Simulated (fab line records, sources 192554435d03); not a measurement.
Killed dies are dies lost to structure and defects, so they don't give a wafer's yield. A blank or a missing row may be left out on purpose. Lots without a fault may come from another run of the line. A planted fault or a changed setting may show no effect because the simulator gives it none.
fab line records | flow n5_finfet | part 1 of 2: steps 1 to 14 of 26
record lots=5 wafers=15 last_day=17
route steps=1938 shown MOL_CONTACT_COAG@604
lots that met no fault: from a run of the same line without faults
start_h: hours from the record's first day to the start of the lot's first wafer shown | wait_h: hours since the lot's step before | " the same as in the row above | L1.1+2: a row that stands for several wafers | - no value, or no start given | * or withheld: withheld | < > ~ a bound
route shown NAME@n: a module of which the file shows steps, and the number in the route of the first | usual: mean/standard deviation of fault-free wafers | same: alike in all rows | chamber/n: place in a boat | sites: the reading at each site | _std_site: their standard deviation | _edge_site: outer sites' mean less inner sites' | radius_mm: how far each site lies from the wafer's centre | mask NAME#n: copy n | behind: the tool/chamber that last shaped the wafer | hold: why the lot was held/for how many hours/how that ended | device: the transistor (n, p or np) that didn't switch | end of line: the same wafers' tests at the end of the route | a step without rows: its recipe alone | killed: dies lost to structure and defects at the first sort, not the wafer's yield | map: a wafer's dies, x killed, . not, _ none there
set.NAME: the setting as run; set.NAME@STEP: as run at that earlier step | model.NAME: the simulator's own value behind a step, which no gauge read
lots at some steps of the route; a table a step, a row a wafer
services: from which hour (start_h, from the record's first day; less than 0 if before it) a tool's chamber was out of use, for how many hours, and why
## steps
# step N5_MOL_CONTACT_COAG_INSPECT_42
# recipe mode=adi inspect_instrument=brightfield
# usual raw_defect_count=234/60
# columns lot.wafer tool chamber start_h wait_h raw_defect_count
L075.1 defect_inspect-02 - 106.90 0.1 214
L075.2 " - " " 242
L075.6 " - " " 233
L082.2 defect_inspect-02 - 155.40 0.0 361
L082.3 " - " " 328
L082.5 " - " " 247
L089.2 defect_inspect-01 - 194.17 0.0 293
L089.5 " - " " 285
L089.6 " - " " 327
L090.3 defect_inspect-02 - 196.69 0.0 221
L090.4 " - " " 280
L090.5 " - " " 360
L094.3 defect_inspect-02 - 221.57 0.0 233
L094.4 " - " " 271
L094.5 " - " " 192
# step N5_MOL_CONTACT_COAG_DESCUM_45
# recipe chemistry=O2 time_s=7 source_power_w=50 bias_power_w=20 pressure_mtorr=20 rf_frequency_hz=2.712e+07 temp_c=40 resist=CAR-EUV o2_flow_sccm=225
# usual bias_power_w=20.00/0.057 drypump_motor_current_A=5.8/0.49 oes_product_au=0.76/0.068 rf_vpp_V=243.5/1.5 showerhead_plenum_p_Torr=2.11/0.076 throttle_valve_pct=20.35/0.2
# columns lot.wafer tool chamber start_h wait_h bias_power_w drypump_motor_current_A oes_product_au rf_hours_counter_h rf_vpp_V showerhead_plenum_p_Torr throttle_valve_pct
L075.1 rie_diel-01 3 107.71 0.8 20.02 5.1 0.86 35 246.2 2.22 20.04
L075.2 " 1 " " 19.98 6.1 0.74 170 242.0 2.00 20.23
L075.6 " 0 " " 19.96 5.5 0.70 - 244.5 2.15 20.20
L082.2 rie_diel-01 1 155.80 0.4 19.99 6.1 0.72 189 241.7 1.99 20.24
L082.3 " 3 " " 19.97 5.1 0.81 54 245.1 2.21 20.05
L082.5 " 1 " " 20.01 6.1 0.72 - 241.5 1.99 20.25
L089.2 rie_diel-05 3 194.20 0.0 20.07 5.4 0.73 196 243.0 2.07 20.54
L089.5 " 0 " " 19.92 5.2 0.70 - 243.2 2.16 20.55
L089.6 " 1 " " 20.00 6.2 0.69 - 241.8 2.05 20.48
L090.3 rie_diel-05 0 196.93 0.2 20.02 5.2 0.71 227 242.4 2.16 20.55
L090.4 " 1 " " 20.08 6.1 0.70 248 242.0 2.05 20.47
L090.5 " 0 " " 20.09 5.2 0.70 - 244.7 2.16 20.55
L094.3 rie_diel-01 1 221.65 0.1 19.98 6.1 0.71 211 242.5 1.99 20.29
L094.4 " 0 " " 19.93 5.5 0.94 11 244.1 2.14 19.81
L094.5 " 2 " " 19.97 5.4 0.81 - 244.4 2.21 20.24
# step N5_MOL_CONTACT_COAG_ETCH_65
# recipe chemistry=N2/H2 target=underlayer target_depth_a=130 mask_material=CAR-EUV time_s=10.4 ion_energy_ev=200 pressure_mtorr=30 source_w=840 bias_w=150 n2_flow_sccm=200 h2_flow_sccm=200 ends=cleared
# usual drypump_motor_current_A=5.8/0.48 etch_rf_on_time_s=10.52/0.19 oes_product_au=0.65/0.059 rf_vpp_V=524.3/2.7 showerhead_plenum_p_Torr=2.56/0.092 throttle_valve_pct=17.80/0.24
# columns lot.wafer tool chamber start_h wait_h drypump_motor_current_A etch_rf_on_time_s oes_product_au rf_hours_counter_h rf_vpp_V showerhead_plenum_p_Torr throttle_valve_pct
L075.1 rie_diel-01 3 107.75 0.0 5.1 10.61 0.72 35 530.2 2.71 17.63
L075.2 " 1 " " 6.1 10.84 0.62 170 520.0 2.43 17.65
L075.6 " 0 " " 5.5 10.77 0.59 - 524.8 2.62 17.67
L082.2 rie_diel-01 1 155.83 0.0 6.1 10.67 0.61 189 518.8 2.42 17.68
L082.3 " 3 " " 5.1 10.50 0.70 54 527.6 2.70 17.66
L082.5 " 1 " " 6.1 10.54 0.61 - 520.7 2.42 17.67
L089.2 rie_diel-05 3 194.24 0.0 5.4 10.58 0.62 196 524.8 2.53 18.05
L089.5 " 0 " " 5.2 10.67 0.60 - 524.5 2.61 17.96
L089.6 " 1 " " 6.1 10.29 0.60 - 523.9 2.50 18.04
L090.3 rie_diel-05 0 196.96 0.0 5.2 10.86 0.59 227 525.0 2.61 17.96
L090.4 " 1 " " 6.1 10.42 0.60 248 522.1 2.50 18.02
L090.5 " 0 " " 5.2 10.78 0.59 - 525.9 2.61 17.97
L094.3 rie_diel-01 1 221.69 0.0 6.1 10.89 0.59 211 520.6 2.41 17.73
L094.4 " 0 " " 5.5 10.54 0.79 11 524.7 2.60 17.25
L094.5 " 2 " " 5.4 10.32 0.69 - 529.3 2.68 17.64
# step N5_MOL_CONTACT_COAG_ETCH_66
# recipe chemistry=CF4 target=SiARC target_depth_a=130 mask_material=CAR-EUV time_s=21.7 ion_energy_ev=80 pressure_mtorr=40 source_w=545 bias_w=36 Ar_flow_sccm=100 cf4_flow_sccm=100 ends=cleared
# usual drypump_motor_current_A=5.8/0.49 etch_rf_on_time_s=21.9/0.39 oes_product_au=0.65/0.058 rf_vpp_V=184.3/1.1 showerhead_plenum_p_Torr=2.16/0.073 throttle_valve_pct=15.58/0.22
# columns lot.wafer tool chamber start_h wait_h drypump_motor_current_A etch_rf_on_time_s oes_product_au rf_hours_counter_h rf_vpp_V showerhead_plenum_p_Torr throttle_valve_pct
L075.1 rie_diel-01 3 107.77 0.0 5.1 22.0 0.73 35 186.6 2.26 15.26
L075.2 " 1 " " 6.1 22.3 0.62 170 181.7 2.05 15.50
L075.6 " 0 " " 5.4 22.1 0.60 - 185.5 2.20 15.50
L082.2 rie_diel-01 1 155.85 0.0 6.1 22.3 0.61 189 182.6 2.05 15.54
L082.3 " 3 " " 5.1 22.1 0.70 54 185.2 2.26 15.26
L082.5 " 1 " " 6.1 22.5 0.61 - 182.6 2.05 15.56
L089.2 rie_diel-05 3 194.26 0.0 5.4 22.0 0.62 196 182.7 2.13 15.81
L089.5 " 0 " " 5.2 22.3 0.60 - 184.1 2.20 15.74
L089.6 " 1 " " 6.1 21.6 0.60 - 184.0 2.11 15.78
L090.3 rie_diel-05 0 196.98 0.0 5.2 22.7 0.59 227 184.5 2.20 15.73
L090.4 " 1 " " 6.1 21.7 0.59 248 183.1 2.11 15.78
L090.5 " 0 " " 5.2 22.7 0.59 - 183.6 2.20 15.75
L094.3 rie_diel-01 1 221.71 0.0 6.1 22.4 0.60 211 182.1 2.04 15.60
L094.4 " 0 " " 5.5 21.9 0.79 11 185.5 2.19 15.05
L094.5 " 2 " " 5.4 21.5 0.69 - 184.6 2.26 15.37
# step N5_MOL_CONTACT_COAG_ALD_133
# recipe material=SiO2 target_thk_a=50 temp_c=100 ald_precursor_family=BDEAS ald_co_reactant=O2-plasma pulse_time_s=1 co_reactant_pulse_time_s=1 purge_time_s=2 co_reactant_purge_time_s=2 ald_cycles=35 pressure_torr=2
# usual heater_power_w=79/8.8 precursor_pulse_height_rel=0.999/0.019
# columns lot.wafer tool chamber start_h wait_h heater_power_w precursor_pulse_height_rel
L075.1 ald_sin-03 0 107.86 0.1 84 0.992
L075.2 " 2 " " 86 0.993
L075.6 " 0 " " 83 0.981
L082.2 ald_sin-02 3 155.93 0.1 77 1.012
L082.3 " 2 " " 102 1.012
L082.5 " 3 " " 77 1.001
L089.2 ald_sin-03 0 194.38 0.1 82 0.960
L089.5 " 1 " " 80 0.999
L089.6 " 2 " " 86 0.972
L090.3 ald_sin-04 3 197.06 0.1 64 0.966
L090.4 " 2 " " 76 1.029
L090.5 " 0 " " 67 0.999
L094.3 ald_sin-03 1 221.86 0.1 81 0.982
L094.4 " 0 " " 84 0.993
L094.5 " 3 " " 72 0.987
# step N5_MOL_CONTACT_COAG_ETCHBACK_134
# recipe chemistry=CHF3 target=SiO2 target_depth_a=100 time_s=6.7 ion_energy_ev=200 pressure_mtorr=30 source_w=610 bias_w=170 Ar_flow_sccm=200 CHF3_flow_sccm=50
# usual drypump_motor_current_A=5.9/0.49 oes_product_au=0.77/0.074 rf_vpp_V=521/4.4 showerhead_plenum_p_Torr=2.40/0.086 throttle_valve_pct=18.63/0.21
# columns lot.wafer tool chamber start_h wait_h drypump_motor_current_A oes_product_au rf_hours_counter_h rf_vpp_V showerhead_plenum_p_Torr throttle_valve_pct
L075.1 rie_diel-03 2 108.12 0.2 6.6 0.72 184 524 2.46 19.00
L075.2 " 3 " " 6.3 0.81 106 520 2.30 18.56
L075.6 " 2 " " 6.6 0.72 - 524 2.46 19.00
L082.2 rie_diel-03 1 156.11 0.1 5.7 0.80 94 523 2.50 18.36
L082.3 " 0 " " 6.3 0.92 20 515 2.33 18.55
L082.5 " 1 " " 5.6 0.81 - 524 2.50 18.38
L089.2 rie_diel-03 3 194.58 0.1 6.3 0.78 132 520 2.29 18.62
L089.5 " 1 " " 5.7 0.78 - 524 2.50 18.39
L089.6 " 2 " " 6.6 0.70 - 523 2.45 19.04
L090.3 rie_diel-03 3 197.24 0.1 6.3 0.78 133 520 2.29 18.62
L090.4 " 0 " " 6.3 0.89 33 514 2.33 18.58
L090.5 " 3 " " 6.3 0.79 - 519 2.29 18.61
L094.3 rie_diel-01 1 222.04 0.1 6.1 0.70 212 519 2.27 18.65
L094.4 " 3 " " 5.1 0.79 78 525 2.50 18.40
L094.5 " 2 " " 5.4 0.80 - 529 2.51 18.49
# step N5_MOL_CONTACT_COAG_ETCH_67
# recipe chemistry=N2/H2 target=SOC target_depth_a=600 overetch_a=210 mask_material=SiARC temp_c=40 time_s=101.2 ion_energy_ev=200 pressure_mtorr=30 source_w=840 bias_w=150 n2_flow_sccm=200 h2_flow_sccm=200
# usual drypump_motor_current_A=5.9/0.49 oes_product_au=0.65/0.059 rf_vpp_V=524.5/2.7 showerhead_plenum_p_Torr=2.56/0.097 throttle_valve_pct=17.72/0.26
# columns lot.wafer tool chamber start_h wait_h drypump_motor_current_A oes_product_au rf_hours_counter_h rf_vpp_V showerhead_plenum_p_Torr throttle_valve_pct
L075.1 rie_diel-03 2 108.16 0.0 6.6 0.62 185 526.1 2.64 18.19
L075.2 " 3 " " 6.3 0.67 106 522.4 2.45 17.58
L075.6 " 2 " " 6.6 0.61 - 527.5 2.64 18.19
L082.2 rie_diel-03 1 156.15 0.0 5.7 0.67 94 527.3 2.67 17.32
L082.3 " 0 " " 6.3 0.77 20 521.6 2.48 17.55
L082.5 " 1 " " 5.7 0.68 - 527.1 2.67 17.32
L089.2 rie_diel-03 3 194.61 0.0 6.3 0.65 132 521.5 2.44 17.63
L089.5 " 1 " " 5.7 0.66 - 527.1 2.66 17.34
L089.6 " 2 " " 6.6 0.60 - 525.8 2.62 18.24
L090.3 rie_diel-03 3 197.28 0.0 6.3 0.65 133 521.7 2.44 17.62
L090.4 " 0 " " 6.3 0.75 33 521.8 2.48 17.59
L090.5 " 3 " " 6.3 0.65 - 522.5 2.44 17.62
L094.3 rie_diel-01 1 222.07 0.0 6.1 0.59 212 521.5 2.41 17.70
L094.4 " 3 " " 5.1 0.67 78 528.2 2.69 17.64
L094.5 " 2 " " 5.4 0.67 - 528.4 2.68 17.61
# step N5_MOL_CONTACT_COAG_STRIP_68
# recipe chemistry=N2/H2 temp_c=40 n2_flow_sccm=200 h2_flow_sccm=200 rf_frequency_hz=6e+07
# columns lot.wafer tool chamber start_h wait_h
L075.1+2+6 rie_diel-03 2,3,2 108.23 0.0
L082.2+3+5 rie_diel-03 1,0,1 156.22 0.0
L089.2+5+6 rie_diel-03 3,1,2 194.68 0.0
L090.3+4+5 rie_diel-03 3,0,3 197.35 0.0
L094.3+4+5 rie_diel-01 1,3,2 222.14 0.0
# step N5_MOL_CONTACT_COAG_STRIP_69
# recipe chemistry=N2/H2 temp_c=40 n2_flow_sccm=200 h2_flow_sccm=200 rf_frequency_hz=6e+07
# columns lot.wafer tool chamber start_h wait_h
L075.1+2+6 rie_diel-03 2,3,2 108.24 0.0
L082.2+3+5 rie_diel-03 1,0,1 156.23 0.0
L089.2+5+6 rie_diel-03 3,1,2 194.69 0.0
L090.3+4+5 rie_diel-03 3,0,3 197.36 0.0
L094.3+4+5 rie_diel-01 1,3,2 222.15 0.0
# step N5_MOL_CONTACT_COAG_ETCHBACK_136
# recipe chemistry=CHF3 target=SiO2 target_depth_a=250 time_s=16.7 ion_energy_ev=200 pressure_mtorr=30 source_w=610 bias_w=170 Ar_flow_sccm=200 CHF3_flow_sccm=50
# usual drypump_motor_current_A=5.9/0.48 oes_product_au=0.77/0.074 rf_vpp_V=521/4.2 showerhead_plenum_p_Torr=2.40/0.086 throttle_valve_pct=18.63/0.21
# columns lot.wafer tool chamber start_h wait_h drypump_motor_current_A oes_product_au rf_hours_counter_h rf_vpp_V showerhead_plenum_p_Torr throttle_valve_pct
L075.1 rie_diel-03 2 108.25 0.0 6.6 0.72 185 523 2.46 18.99
L075.2 " 3 " " 6.3 0.80 106 519 2.30 18.58
L075.6 " 2 " " 6.6 0.72 - 525 2.46 19.01
L082.2 rie_diel-03 1 156.24 0.0 5.7 0.81 94 525 2.51 18.37
L082.3 " 0 " " 6.3 0.91 20 514 2.33 18.55
L082.5 " 1 " " 5.7 0.80 - 524 2.51 18.36
L089.2 rie_diel-03 3 194.70 0.0 6.3 0.78 132 519 2.29 18.61
L089.5 " 1 " " 5.6 0.79 - 523 2.50 18.41
L089.6 " 2 " " 6.6 0.70 - 524 2.45 19.03
L090.3 rie_diel-03 3 197.37 0.0 6.3 0.78 133 520 2.29 18.62
L090.4 " 0 " " 6.3 0.89 33 515 2.33 18.57
L090.5 " 3 " " 6.3 0.78 - 518 2.29 18.62
L094.3 rie_diel-01 1 222.16 0.0 6.1 0.69 212 519 2.27 18.64
L094.4 " 3 " " 5.1 0.79 78 527 2.50 18.41
L094.5 " 2 " " 5.3 0.81 - 528 2.51 18.48
# step N5_MOL_CONTACT_COAG_STRIP_120
# recipe chemistry=CHF3 resist=SiARC rf_frequency_hz=6e+07
# columns lot.wafer tool chamber start_h wait_h
L075.1+2+6 rie_diel-03 2,3,2 108.27 0.0
L082.2+3+5 rie_diel-03 1,0,1 156.26 0.0
L089.2+5+6 rie_diel-03 3,1,2 194.72 0.0
L090.3+4+5 rie_diel-03 3,0,3 197.39 0.0
L094.3+4+5 rie_diel-01 1,3,2 222.19 0.0
# step N5_MOL_CONTACT_COAG_VIA_ETCH_117
# recipe chemistry=C4F6/O2 target_depth_a=400 overetch_a=80 mask_material=SOC target=SiO2 bias_w=455 pressure_mtorr=10 time_s=26 source_w=325 Ar_flow_sccm=300 C4F6_flow_sccm=10 O2_flow_sccm=10 ion_energy_ev=575.3 ends=end_point
# usual drypump_motor_current_A=5.9/0.49 oes_product_au=0.70/0.06 rf_vpp_V=1580/13 showerhead_plenum_p_Torr=2.86/0.1 throttle_valve_pct=40.95/0.3
# columns lot.wafer tool chamber start_h wait_h drypump_motor_current_A oes_product_au rf_hours_counter_h rf_vpp_V showerhead_plenum_p_Torr throttle_valve_pct
L075.1 rie_diel-03 2 108.28 0.0 6.6 0.66 185 1588 2.94 41.52
L075.2 " 3 " " 6.3 0.71 106 1576 2.75 40.72
L075.6 " 2 " " 6.6 0.65 - 1588 2.94 41.53
L082.2 rie_diel-03 1 156.27 0.0 5.7 0.72 94 1592 2.99 40.72
L082.3 " 0 " " 6.3 0.82 20 1558 2.78 40.91
L082.5 " 1 " " 5.7 0.72 - 1590 2.99 40.74
L089.2 rie_diel-03 3 194.73 0.0 6.3 0.70 132 1574 2.74 40.75
L089.5 " 1 " " 5.7 0.70 - 1590 2.99 40.76
L089.6 " 2 " " 6.6 0.64 - 1588 2.93 41.55
L090.3 rie_diel-03 3 197.40 0.0 6.3 0.70 133 1574 2.74 40.75
L090.4 " 0 " " 6.3 0.79 33 1558 2.78 40.93
L090.5 " 3 " " 6.3 0.70 - 1576 2.74 40.74
L094.3 rie_diel-01 1 222.20 0.0 6.1 0.65 212 1573 2.71 40.64
L094.4 " 3 " " 5.1 0.72 78 1591 2.98 40.68
L094.5 " 2 " " 5.4 0.71 - 1599 2.99 41.03
# step N5_MOL_CONTACT_COAG_ETCH_124
# recipe chemistry=CH3F/O2 target=SiNx target_depth_a=65 mask_material=SOC stop_on=SiOC over_etch_frac=0.3 ion_energy_ev=120 pressure_mtorr=30 source_w=395 bias_w=73 Ar_flow_sccm=150 CH3F_flow_sccm=30 O2_flow_sccm=20 ends=end_point
# usual drypump_motor_current_A=5.9/0.48 oes_product_au=0.67/0.06 rf_vpp_V=295.8/2.6 showerhead_plenum_p_Torr=2.02/0.075 throttle_valve_pct=16.24/0.21
# same over_etch_frac=0.3
# columns lot.wafer tool chamber start_h wait_h drypump_motor_current_A oes_product_au rf_hours_counter_h rf_vpp_V showerhead_plenum_p_Torr throttle_valve_pct
L075.1 rie_diel-03 2 108.31 0.0 6.6 0.63 185 296.2 2.07 16.59
L075.2 " 3 " " 6.3 0.68 106 297.1 1.93 16.17
L075.6 " 2 " " 6.6 0.63 - 298.2 2.07 16.57
L082.2 rie_diel-03 1 156.30 0.0 5.7 0.68 94 296.8 2.11 16.01
L082.3 " 0 " " 6.3 0.78 20 290.9 1.96 16.13
L082.5 " 1 " " 5.7 0.68 - 298.0 2.11 15.99
L089.2 rie_diel-03 3 194.76 0.0 6.2 0.67 132 295.7 1.92 16.22
L089.5 " 1 " " 5.7 0.68 - 297.1 2.11 16.03
L089.6 " 2 " " 6.6 0.60 - 296.0 2.06 16.63
L090.3 rie_diel-03 3 197.43 0.0 6.3 0.67 133 294.3 1.92 16.25
L090.4 " 0 " " 6.3 0.76 33 290.5 1.95 16.15
L090.5 " 3 " " 6.3 0.66 - 295.4 1.92 16.24
L094.3 rie_diel-01 1 222.23 0.0 6.1 0.61 212 294.2 1.90 16.29
L094.4 " 3 " " 5.1 0.68 78 297.3 2.10 16.00
L094.5 " 2 " " 5.4 0.69 - 300.5 2.11 16.08
# step N5_MOL_CONTACT_COAG_ETCH_48
# recipe chemistry=C4F6/O2 target_depth_a=150 overetch_a=45 mask_material=SOC target=SiOC bias_w=465 pressure_mtorr=10 time_s=17 source_w=335 Ar_flow_sccm=300 C4F6_flow_sccm=10 O2_flow_sccm=10 ion_energy_ev=576
# usual drypump_motor_current_A=5.9/0.49 oes_product_au=0.66/0.066 rf_vpp_V=1582/13 showerhead_plenum_p_Torr=2.86/0.1 throttle_valve_pct=40.49/0.29
# columns lot.wafer tool chamber start_h wait_h drypump_motor_current_A oes_product_au rf_hours_counter_h rf_vpp_V showerhead_plenum_p_Torr throttle_valve_pct
L075.1 rie_diel-03 2 108.35 0.0 6.6 0.60 185 1592 2.94 41.06
L075.2 " 3 " " 6.3 0.65 106 1578 2.75 40.27
L075.6 " 2 " " 6.6 0.63 - 1591 2.94 41.07
L082.2 rie_diel-03 1 156.34 0.0 5.7 0.70 94 1592 2.99 40.27
L082.3 " 0 " " 6.3 0.75 20 1562 2.78 40.48
L082.5 " 1 " " 5.7 0.66 - 1594 2.99 40.28
L089.2 rie_diel-03 3 194.80 0.0 6.3 0.64 132 1577 2.74 40.28
L089.5 " 1 " " 5.7 0.67 - 1592 2.99 40.29
L089.6 " 2 " " 6.6 0.59 - 1590 2.92 41.06
L090.3 rie_diel-03 3 197.47 0.0 6.3 0.64 133 1577 2.74 40.31
L090.4 " 0 " " 6.3 0.72 33 1561 2.78 40.47
L090.5 " 3 " " 6.3 0.62 - 1577 2.74 40.30
L094.3 rie_diel-01 1 222.27 0.0 6.1 0.59 212 1577 2.71 40.20
L094.4 " 3 " " 5.1 0.65 78 1593 2.98 40.21
L094.5 " 2 " " 5.4 0.66 - 1601 2.99 40.56
